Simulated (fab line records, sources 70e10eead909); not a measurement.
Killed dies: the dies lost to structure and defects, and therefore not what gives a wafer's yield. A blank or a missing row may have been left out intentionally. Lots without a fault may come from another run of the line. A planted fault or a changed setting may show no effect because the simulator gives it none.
The tool behind it: which one? / flow nandHarc / 24 lots, 72 wafers sampled, at 6 steps of a route of 1159

== WHAT THE GAUGES SHOWED, per wafer ==
NHARC_A_ONON_D1_THK_MEAS_05: measures by ellipsometry.
lot=L074; measured=day 7 20:56; on=filmMetro-02; thkNm (nm)=987 986 987
lot=L075; measured=day 8 01:47; on=filmMetro-01; thkNm (nm)=989 988 987
lot=L076; measured=day 8 05:20; on=filmMetro-02; thkNm (nm)=999 996 998
lot=L077; measured=day 8 13:31; on=filmMetro-01; thkNm (nm)=1002 1002 1001
lot=L078; measured=day 8 13:33; on=filmMetro-02; thkNm (nm)=999 1000 999
lot=L079; measured=day 8 17:19; on=filmMetro-01; thkNm (nm)=992 991 992
lot=L080; measured=day 8 17:19; on=filmMetro-02; thkNm (nm)=1002 1002 1000
lot=L081; measured=day 9 05:41; on=filmMetro-01; thkNm (nm)=998 1001 999
lot=L082; measured=day 9 05:41; on=filmMetro-02; thkNm (nm)=985 985 984
lot=L083; measured=day 9 22:47; on=filmMetro-01; thkNm (nm)=996 994 995
lot=L084; measured=day 10 06:12; on=filmMetro-02; thkNm (nm)=1007 1006 1007
lot=L085; measured=day 10 06:12; on=filmMetro-01; thkNm (nm)=991 990 990
lot=L088; measured=day 10 19:01; on=filmMetro-02; thkNm (nm)=996 994 996
lot=L086; measured=day 10 19:01; on=filmMetro-01; thkNm (nm)=990 993 993
lot=L087; measured=day 10 19:02; on=filmMetro-02; thkNm (nm)=997 998 997
lot=L089; measured=day 11 14:26; on=filmMetro-01; thkNm (nm)=983 982 982
lot=L090; measured=day 11 14:26; on=filmMetro-02; thkNm (nm)=1004 1004 1004
lot=L091; measured=day 11 22:45; on=filmMetro-01; thkNm (nm)=1002 1003 1002
lot=L092; measured=day 11 22:46; on=filmMetro-02; thkNm (nm)=999 1000 1000
lot=L094; measured=day 12 08:35; on=filmMetro-01; thkNm (nm)=1000 998 998
lot=L093; measured=day 12 08:36; on=filmMetro-02; thkNm (nm)=994 993 994
lot=L095; measured=day 13 01:24; on=filmMetro-01; thkNm (nm)=1017 1015 1018
lot=L096; measured=day 13 01:27; on=filmMetro-02; thkNm (nm)=990 989 990
lot=L097; measured=day 13 16:52; on=filmMetro-02; thkNm (nm)=996 997 997

NHARC_A_ONON_D1_THK_MEAS_27: measures by ellipsometry.
lot=L074; measured=day 8 10:43; on=filmMetro-02; thkNm (nm)=1022 1021 1023
lot=L075; measured=day 8 10:46; on=filmMetro-02; thkNm (nm)=1007 1008 1007
lot=L076; measured=day 8 15:49; on=filmMetro-01; thkNm (nm)=1012 1012 1011
lot=L077; measured=day 8 23:59; on=filmMetro-01; thkNm (nm)=1001 1002 1001
lot=L078; measured=day 9 00:00; on=filmMetro-01; thkNm (nm)=982 980 981
lot=L079; measured=day 9 03:52; on=filmMetro-01; thkNm (nm)=1005 1004 1005
lot=L080; measured=day 9 03:53; on=filmMetro-02; thkNm (nm)=980 980 979
lot=L081; measured=day 9 16:14; on=filmMetro-01; thkNm (nm)=1010 1008 1009
lot=L082; measured=day 9 16:13; on=filmMetro-02; thkNm (nm)=1007 1008 1007
lot=L083; measured=day 10 12:38; on=filmMetro-01; thkNm (nm)=987 984 985
lot=L084; measured=day 10 16:47; on=filmMetro-01; thkNm (nm)=1013 1015 1013
lot=L085; measured=day 10 16:43; on=filmMetro-01; thkNm (nm)=997 997 996
lot=L088; measured=day 11 06:06; on=filmMetro-02; thkNm (nm)=999 999 1001
lot=L086; measured=day 11 06:04; on=filmMetro-02; thkNm (nm)=1009 1007 1008
lot=L087; measured=day 11 06:05; on=filmMetro-01; thkNm (nm)=1003 1004 1002
lot=L089; measured=day 12 00:54; on=filmMetro-02; thkNm (nm)=994 993 994
lot=L090; measured=day 12 00:55; on=filmMetro-01; thkNm (nm)=996 993 994
lot=L091; measured=day 12 09:17; on=filmMetro-02; thkNm (nm)=990 987 990
lot=L092; measured=day 12 09:31; on=filmMetro-02; thkNm (nm)=997 997 999
lot=L094; measured=day 12 20:05; on=filmMetro-01; thkNm (nm)=1002 1002 1001
lot=L093; measured=day 12 20:01; on=filmMetro-02; thkNm (nm)=993 992 992
lot=L095; measured=day 13 14:00; on=filmMetro-02; thkNm (nm)=1006 1006 1004
lot=L096; measured=day 13 13:59; on=filmMetro-01; thkNm (nm)=990 990 989
lot=L097; measured=day 14 03:28; on=filmMetro-02; thkNm (nm)=993 992 993

NHARC_A_CHANNEL_HOLE_D1_OVL_MEAS_11.
lot=L074; measured=day 8 15:44; on=overlay-01; overlayXNm (nm)=-0.6 -1.2 -0.7; overlayYNm (nm)=0.3 -0.4 -0.4
lot=L075; measured=day 8 15:54; on=overlay-02; overlayXNm (nm)=-0.6 0.0 -0.6; overlayYNm (nm)=0.2 -0.1 -0.1
lot=L076; measured=day 8 20:15; on=overlay-01; overlayXNm (nm)=0.8 0.9 1.1; overlayYNm (nm)=-0.3 -0.4 -0.4
lot=L077; measured=day 9 04:15; on=overlay-01; overlayXNm (nm)=-0.4 -0.3 0.1; overlayYNm (nm)=-1.6 -0.9 -1.1
lot=L078; measured=day 9 05:02; on=overlay-01; overlayXNm (nm)=-1.0 0.0 -1.0; overlayYNm (nm)=-0.7 -0.4 -0.4
lot=L079; measured=day 9 08:11; on=overlay-01; overlayXNm (nm)=1.0 1.7 1.2; overlayYNm (nm)=0.4 0.0 0.4
lot=L080; measured=day 9 08:22; on=overlay-02; overlayXNm (nm)=0.5 0.1 0.3; overlayYNm (nm)=0.3 0.4 0.3
lot=L081; measured=day 9 20:20; on=overlay-01; overlayXNm (nm)=1.0 0.9 0.0; overlayYNm (nm)=0.3 0.1 0.7
lot=L082; measured=day 9 20:07; on=overlay-02; overlayXNm (nm)=-0.7 0.4 0.4; overlayYNm (nm)=0.5 0.4 0.5
lot=L083; measured=day 10 18:44; on=overlay-01; overlayXNm (nm)=-0.7 -0.7 -1.1; overlayYNm (nm)=0.8 0.8 -0.1
lot=L084; measured=day 10 22:03; on=overlay-02; overlayXNm (nm)=-0.9 -1.4 -1.0; overlayYNm (nm)=1.0 1.4 1.2
lot=L085; measured=day 10 21:35; on=overlay-01; overlayXNm (nm)=-0.3 -0.4 -1.0; overlayYNm (nm)=-0.1 0.4 0.3
lot=L088; measured=day 11 11:17; on=overlay-02; overlayXNm (nm)=1.6 1.6 1.4; overlayYNm (nm)=0.5 0.8 1.0
lot=L086; measured=day 11 10:10; on=overlay-01; overlayXNm (nm)=1.0 0.5 1.0; overlayYNm (nm)=-0.7 -0.4 -1.0
lot=L087; measured=day 11 11:08; on=overlay-02; overlayXNm (nm)=0.4 0.2 0.4; overlayYNm (nm)=-1.9 -1.5 -1.6
lot=L089; measured=day 12 04:50; on=overlay-02; overlayXNm (nm)=0.7 0.8 1.6; overlayYNm (nm)=-0.1 0.1 0.5
lot=L090; measured=day 12 04:59; on=overlay-01; overlayXNm (nm)=0.2 0.2 0.4; overlayYNm (nm)=1.1 1.2 1.1
lot=L091; measured=day 12 14:37; on=overlay-02; overlayXNm (nm)=-0.9 -1.0 -0.8; overlayYNm (nm)=-0.1 -0.1 0.1
lot=L092; measured=day 12 16:25; on=overlay-01; overlayXNm (nm)=0.1 -0.8 0.0; overlayYNm (nm)=0.5 0.5 0.5
lot=L094; measured=day 13 02:58; on=overlay-02; overlayXNm (nm)=-0.2 -0.5 -0.3; overlayYNm (nm)=-0.3 -0.3 0.5
lot=L093; measured=day 13 02:22; on=overlay-01; overlayXNm (nm)=-0.1 -0.5 0.0; overlayYNm (nm)=-0.7 -0.9 -0.5
lot=L095; measured=day 13 18:07; on=overlay-02; overlayXNm (nm)=-0.2 0.8 0.4; overlayYNm (nm)=-0.7 0.0 -0.6
lot=L096; measured=day 13 17:57; on=overlay-02; overlayXNm (nm)=-0.2 -0.6 0.4; overlayYNm (nm)=1.3 1.2 0.9
lot=L097; measured=day 14 07:16; on=overlay-01; overlayXNm (nm)=0.6 1.2 0.1; overlayYNm (nm)=0.5 0.4 0.4

NHARC_A_CHANNEL_HOLE_D1_CD_MEAS_18.
lot=L074; measured=day 8 17:15; on=cdSem-02; cdNm (nm)=97.9 98.0 96.6
lot=L075; measured=day 8 17:42; on=cdSem-02; cdNm (nm)=100.5 100.0 98.2
lot=L076; measured=day 8 21:28; on=cdSem-01; cdNm (nm)=99.9 96.7 98.8
lot=L077; measured=day 9 05:28; on=cdSem-02; cdNm (nm)=99.2 96.9 99.9
lot=L078; measured=day 9 06:15; on=cdSem-03; cdNm (nm)=97.4 99.2 98.6
lot=L079; measured=day 9 09:24; on=cdSem-03; cdNm (nm)=96.8 95.2 98.2
lot=L080; measured=day 9 09:37; on=cdSem-01; cdNm (nm)=97.6 98.6 100.9
lot=L081; measured=day 9 21:33; on=cdSem-02; cdNm (nm)=98.2 96.3 100.3
lot=L082; measured=day 9 21:20; on=cdSem-03; cdNm (nm)=97.3 96.8 95.4
lot=L083; measured=day 10 19:56; on=cdSem-02; cdNm (nm)=96.9 98.7 97.8
lot=L084; measured=day 10 23:17; on=cdSem-01; cdNm (nm)=101.6 99.4 102.0
lot=L085; measured=day 10 22:47; on=cdSem-02; cdNm (nm)=97.6 99.3 96.7
lot=L088; measured=day 11 12:29; on=cdSem-02; cdNm (nm)=105.2 99.2 101.0
lot=L086; measured=day 11 11:22; on=cdSem-03; cdNm (nm)=100.1 97.6 99.5
lot=L087; measured=day 11 12:20; on=cdSem-01; cdNm (nm)=99.5 99.3 97.5
lot=L089; measured=day 12 06:12; on=cdSem-03; cdNm (nm)=99.4 97.9 95.7
lot=L090; measured=day 12 06:38; on=cdSem-03; cdNm (nm)=96.0 99.1 95.6
lot=L091; measured=day 12 15:50; on=cdSem-02; cdNm (nm)=98.8 101.2 99.4
lot=L092; measured=day 12 17:37; on=cdSem-03; cdNm (nm)=95.9 98.5 97.4
lot=L094; measured=day 13 04:10; on=cdSem-03; cdNm (nm)=99.0 97.8 98.4
lot=L093; measured=day 13 03:34; on=cdSem-03; cdNm (nm)=99.3 101.8 101.0
lot=L095; measured=day 13 19:19; on=cdSem-01; cdNm (nm)=98.7 98.0 100.0
lot=L096; measured=day 13 19:10; on=cdSem-01; cdNm (nm)=99.3 96.1 97.9
lot=L097; measured=day 14 08:38; on=cdSem-02; cdNm (nm)=101.7 100.1 100.6

NHARC_A_CHANNEL_FILL_D1_THK_MEAS_06: measures by ellipsometry.
lot=L074; measured=day 10 17:23; on=filmMetro-01; thkNm (nm)=5.1 3.1 5.0
lot=L075; measured=day 10 17:23; on=filmMetro-02; thkNm (nm)=4.9 6.9 6.0
lot=L076; measured=day 10 17:23; on=filmMetro-02; thkNm (nm)=4.3 4.7 4.3
lot=L077; measured=day 10 23:18; on=filmMetro-02; thkNm (nm)=5.1 5.2 5.7
lot=L078; measured=day 10 23:18; on=filmMetro-01; thkNm (nm)=3.6 6.5 5.5
lot=L079; measured=day 11 03:38; on=filmMetro-01; thkNm (nm)=5.1 2.7 5.0
lot=L080; measured=day 11 03:38; on=filmMetro-02; thkNm (nm)=5.7 3.8 3.6
lot=L081; measured=day 11 15:00; on=filmMetro-02; thkNm (nm)=4.9 5.3 5.2
lot=L082; measured=day 11 14:59; on=filmMetro-01; thkNm (nm)=6.1 5.2 6.0
lot=L083; measured=day 12 13:36; on=filmMetro-02; thkNm (nm)=4.5 4.8 4.2
lot=L084; measured=day 12 19:29; on=filmMetro-01; thkNm (nm)=5.7 6.1 7.3
lot=L085; measured=day 12 19:29; on=filmMetro-02; thkNm (nm)=6.9 4.4 4.7
lot=L088; measured=day 13 09:40; on=filmMetro-02; thkNm (nm)=4.5 4.5 4.7
lot=L086; measured=day 13 05:35; on=filmMetro-02; thkNm (nm)=4.9 5.3 6.2
lot=L087; measured=day 13 05:35; on=filmMetro-01; thkNm (nm)=4.0 4.9 5.3
lot=L089; measured=day 14 01:31; on=filmMetro-02; thkNm (nm)=4.2 3.3 6.8
lot=L090; measured=day 14 01:31; on=filmMetro-02; thkNm (nm)=3.5 4.9 5.7
lot=L091; measured=day 14 14:07; on=filmMetro-02; thkNm (nm)=6.5 5.9 3.9
lot=L092; measured=day 14 14:07; on=filmMetro-01; thkNm (nm)=6.5 3.3 3.6
lot=L094; measured=day 14 22:20; on=filmMetro-01; thkNm (nm)=5.6 5.1 3.7
lot=L093; measured=day 14 22:20; on=filmMetro-02; thkNm (nm)=4.9 4.6 4.3
lot=L095; measured=day 15 17:49; on=filmMetro-02; thkNm (nm)=4.8 4.5 5.3
lot=L096; measured=day 15 13:01; on=filmMetro-02; thkNm (nm)=4.9 5.7 4.8
lot=L097; measured=day 16 02:58; on=filmMetro-02; thkNm (nm)=6.1 5.6 5.2

== WHICH TOOL RAN EACH LOT (tool, then ch and the chambers of the sampled wafers, then the start) ==
lot=L074; NHARC_A_CHANNEL_HOLE_D1_ETCH_23=harEtch-02 ch 0,1, day 8 18:53
lot=L075; NHARC_A_CHANNEL_HOLE_D1_ETCH_23=harEtch-01 ch 0,1, day 8 19:19
lot=L076; NHARC_A_CHANNEL_HOLE_D1_ETCH_23=harEtch-02 ch 0,1, day 8 23:05
lot=L077; NHARC_A_CHANNEL_HOLE_D1_ETCH_23=harEtch-01 ch 0,1, day 9 06:58
lot=L078; NHARC_A_CHANNEL_HOLE_D1_ETCH_23=harEtch-02 ch 0,1, day 9 07:52
lot=L079; NHARC_A_CHANNEL_HOLE_D1_ETCH_23=harEtch-01 ch 0,1, day 9 11:20
lot=L080; NHARC_A_CHANNEL_HOLE_D1_ETCH_23=harEtch-02 ch 0,1, day 9 12:01
lot=L081; NHARC_A_CHANNEL_HOLE_D1_ETCH_23=harEtch-02 ch 0,1, day 9 23:04
lot=L082; NHARC_A_CHANNEL_HOLE_D1_ETCH_23=harEtch-01 ch 0,1, day 9 22:50
lot=L083; NHARC_A_CHANNEL_HOLE_D1_ETCH_23=harEtch-01 ch 0,1, day 10 21:28
lot=L084; NHARC_A_CHANNEL_HOLE_D1_ETCH_23=harEtch-01 ch 0,1, day 11 01:52
lot=L085; NHARC_A_CHANNEL_HOLE_D1_ETCH_23=harEtch-02 ch 0,1, day 11 00:25
lot=L088; NHARC_A_CHANNEL_HOLE_D1_ETCH_23=harEtch-02 ch 0,1, day 11 17:21
lot=L086; NHARC_A_CHANNEL_HOLE_D1_ETCH_23=harEtch-02 ch 0,1, day 11 13:11
lot=L087; NHARC_A_CHANNEL_HOLE_D1_ETCH_23=harEtch-01 ch 1, day 11 13:58
lot=L089; NHARC_A_CHANNEL_HOLE_D1_ETCH_23=harEtch-01 ch 0,1, day 12 07:42
lot=L090; NHARC_A_CHANNEL_HOLE_D1_ETCH_23=harEtch-02 ch 0,1, day 12 08:16
lot=L091; NHARC_A_CHANNEL_HOLE_D1_ETCH_23=harEtch-02 ch 0,1, day 12 17:28
lot=L092; NHARC_A_CHANNEL_HOLE_D1_ETCH_23=harEtch-01 ch 0,1, day 12 19:14
lot=L094; NHARC_A_CHANNEL_HOLE_D1_ETCH_23=harEtch-01 ch 0,1, day 13 05:55
lot=L093; NHARC_A_CHANNEL_HOLE_D1_ETCH_23=harEtch-02 ch 1, day 13 05:11
lot=L095; NHARC_A_CHANNEL_HOLE_D1_ETCH_23=harEtch-02 ch 0,1, day 14 00:50
lot=L096; NHARC_A_CHANNEL_HOLE_D1_ETCH_23=harEtch-02 ch 0,1, day 13 20:54
lot=L097; NHARC_A_CHANNEL_HOLE_D1_ETCH_23=harEtch-02 ch 0,1, day 14 10:15
- NHARC_A_CHANNEL_HOLE_D1_ETCH_23: etches the open film in C4F8/O2/Ar, time 819 s, target depth 1600 nm.

== AS READ BY THE TOOLS THEMSELVES (means over the sampled wafers that have a number; for cases with no such wafer, the mark the record gives instead) ==
NHARC_A_CHANNEL_HOLE_D1_ETCH_23.
lot=L074; tool=harEtch-02; drypumpMotorCurrentA (A)=6.0; showerheadPlenumPTorr (Torr)=3.80; throttleValvePct (%)=32.157
lot=L075; tool=harEtch-01; drypumpMotorCurrentA (A)=5.2; showerheadPlenumPTorr (Torr)=3.70; throttleValvePct (%)=32.156
lot=L076; tool=harEtch-02; drypumpMotorCurrentA (A)=6.1; showerheadPlenumPTorr (Torr)=3.83; throttleValvePct (%)=32.151
lot=L077; tool=harEtch-01; drypumpMotorCurrentA (A)=5.4; showerheadPlenumPTorr (Torr)=3.66; throttleValvePct (%)=32.156
lot=L078; tool=harEtch-02; drypumpMotorCurrentA (A)=6.0; showerheadPlenumPTorr (Torr)=3.83; throttleValvePct (%)=32.157
lot=L079; tool=harEtch-01; drypumpMotorCurrentA (A)=5.2; showerheadPlenumPTorr (Torr)=3.70; throttleValvePct (%)=32.161
lot=L080; tool=harEtch-02; drypumpMotorCurrentA (A)=6.0; showerheadPlenumPTorr (Torr)=3.80; throttleValvePct (%)=32.152
lot=L081; tool=harEtch-02; drypumpMotorCurrentA (A)=6.0; showerheadPlenumPTorr (Torr)=3.83; throttleValvePct (%)=32.153
lot=L082; tool=harEtch-01; drypumpMotorCurrentA (A)=5.2; showerheadPlenumPTorr (Torr)=3.69; throttleValvePct (%)=32.160
lot=L083; tool=harEtch-01; drypumpMotorCurrentA (A)=5.2; showerheadPlenumPTorr (Torr)=3.69; throttleValvePct (%)=32.155
lot=L084; tool=harEtch-01; drypumpMotorCurrentA (A)=5.4; showerheadPlenumPTorr (Torr)=3.64; throttleValvePct (%)=32.163
lot=L085; tool=harEtch-02; drypumpMotorCurrentA (A)=6.0; showerheadPlenumPTorr (Torr)=3.79; throttleValvePct (%)=32.156
lot=L088; tool=harEtch-02; drypumpMotorCurrentA (A)=6.1; showerheadPlenumPTorr (Torr)=3.82; throttleValvePct (%)=32.160
lot=L086; tool=harEtch-02; drypumpMotorCurrentA (A)=6.0; showerheadPlenumPTorr (Torr)=3.82; throttleValvePct (%)=32.154
lot=L087; tool=harEtch-01; drypumpMotorCurrentA (A)=5.0; showerheadPlenumPTorr (Torr)=3.72; throttleValvePct (%)=32.156
lot=L089; tool=harEtch-01; drypumpMotorCurrentA (A)=5.2; showerheadPlenumPTorr (Torr)=3.68; throttleValvePct (%)=32.156
lot=L090; tool=harEtch-02; drypumpMotorCurrentA (A)=6.0; showerheadPlenumPTorr (Torr)=3.81; throttleValvePct (%)=32.148
lot=L091; tool=harEtch-02; drypumpMotorCurrentA (A)=6.0; showerheadPlenumPTorr (Torr)=3.81; throttleValvePct (%)=32.156
lot=L092; tool=harEtch-01; drypumpMotorCurrentA (A)=5.2; showerheadPlenumPTorr (Torr)=3.68; throttleValvePct (%)=32.163
lot=L094; tool=harEtch-01; drypumpMotorCurrentA (A)=5.2; showerheadPlenumPTorr (Torr)=3.67; throttleValvePct (%)=32.148
lot=L093; tool=harEtch-02; drypumpMotorCurrentA (A)=6.1; showerheadPlenumPTorr (Torr)=3.84; throttleValvePct (%)=32.150
lot=L095; tool=harEtch-02; drypumpMotorCurrentA (A)=6.0; showerheadPlenumPTorr (Torr)=3.77; throttleValvePct (%)=32.154
lot=L096; tool=harEtch-02; drypumpMotorCurrentA (A)=6.0; showerheadPlenumPTorr (Torr)=3.80; throttleValvePct (%)=32.157
lot=L097; tool=harEtch-02; drypumpMotorCurrentA (A)=6.0; showerheadPlenumPTorr (Torr)=3.80; throttleValvePct (%)=32.158

== THE ANSWER, worked out from the rows above alone ==
Rule: the lots themselves supply what counts as usual. Put in order of their means at a reading, lots are off if they are a third of the lots or fewer, leave a main group of 4 or more, and stand apart from it by a gap of 3 or more times the standard deviation of the main group's means; of several such gaps the widest counts. Not used: any main group whose means are identical at the precision the tables above print for the reading. A lot without any number at a reading at which 4 lots or more have one is off too. Where the step has rows for the other lots, those lots are counted as sound. Order of review: gauges by route order, followed by the tools' own readings, for which a lot's mean as printed above is used. At the first step where some lot is off, the reading lying furthest off is the one used; lots without a number count as furthest.
No lot is off on any of the readings shown, so nothing can be concluded from this.

== WHAT THE SIMULATOR HAD INSERTED ==
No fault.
